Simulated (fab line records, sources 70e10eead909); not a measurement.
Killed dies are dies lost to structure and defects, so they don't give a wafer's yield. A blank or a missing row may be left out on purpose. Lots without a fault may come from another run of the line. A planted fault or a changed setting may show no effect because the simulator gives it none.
Which tool did it? | flow nand_harc | 6 lots, 18 wafers sampled, at 4 steps of a route of 1302

WHAT THE GAUGES READ, wafer by wafer
NHARC_P_GATE_CD_MEAS_26: target cd 120 nm.
lot  | measured     | on        | cd_nm (nm)
L831 | day 6 07:19  | cd_sem-01 | 120.8 120.1 120.6
L834 | day 7 07:17  | cd_sem-03 | 119.7 120.8 119.9
L838 | day 8 14:50  | cd_sem-03 | 119.1 120.3 119.5
L842 | day 11 03:07 | cd_sem-01 | 129.9 130.0 128.8
L845 | day 11 17:38 | cd_sem-03 | 119.4 120.5 120.9
L850 | day 14 02:17 | cd_sem-01 | 121.8 121.1 120.9

WHICH TOOL RAN EACH LOT (tool, then ch and the chambers of the sampled wafers, then the start)
lot  | NHARC_P_STI_ETCH_42                | NHARC_P_STI_CMP_21            | NHARC_P_GATE_PEB_24
L831 | rie_diel-06 ch 1,2, day 3 16:26    | cmp-02 ch 0,1,3, day 4 12:14  | litho_track-01 ch 0, day 6 07:14
L834 | rie_diel-11 ch 0,1,2, day 4 21:59  | cmp-03 ch 0,1,2, day 5 17:14  | litho_track-04 ch 0, day 7 07:13
L838 | rie_diel-01 ch 0,1, day 6 11:49    | cmp-02 ch 1,2, day 7 05:30    | litho_track-01 ch 0, day 8 14:46
L842 | rie_diel-11 ch 1,2,3, day 8 08:45  | cmp-03 ch 1,2,3, day 9 15:37  | litho_track-01 ch 0, day 11 03:02
L845 | rie_diel-01 ch 0,2,3, day 9 10:52  | cmp-04 ch 0,1,2, day 10 05:26 | litho_track-06 ch 0, day 11 17:33
L850 | rie_diel-06 ch 0,2,3, day 11 18:08 | cmp-03 ch 1,2,3, day 12 14:22 | litho_track-04 ch 0, day 14 02:12
- NHARC_P_STI_ETCH_42: etches the open film in N2/H2, target depth 80 nm, overetch 24 nm, time 61 s.
- NHARC_P_STI_CMP_21: polishes, t overpolish 20 s, target thk 380.67 nm.
- NHARC_P_GATE_PEB_24: peb time 65 s.

THE ANSWER, worked out from the rows above alone
Rule: what is usual is taken from the lots themselves. Put in order of their means at a reading, lots are off if they are a third of the lots or fewer, leave a main group of 4 or more, and stand apart from it by a gap of 3 or more times the standard deviation of the main group's means; of several such gaps the widest counts. A main group whose means are all the same, to the digits that the tables above print for the reading, isn't used. A lot without any number at a reading at which 4 lots or more have one is off too. The other lots that the step has rows for count as sound.
Off: L842, at NHARC_P_GATE_CD_MEAS_26 (cd_nm). The main group: mean 120.4 nm, standard deviation 0.53.
A tool fits if, at a process step before that reading, it ran every lot that is off, and no sound lot after the first of them. The gauges at NHARC_P_GATE_CD_MEAS_26 are tried like those tools. Can't be told from this: 2 tools fit, rie_diel-11 at NHARC_P_STI_ETCH_42, litho_track-01 at NHARC_P_GATE_PEB_24.

WHAT THE SIMULATOR HAD PUT IN
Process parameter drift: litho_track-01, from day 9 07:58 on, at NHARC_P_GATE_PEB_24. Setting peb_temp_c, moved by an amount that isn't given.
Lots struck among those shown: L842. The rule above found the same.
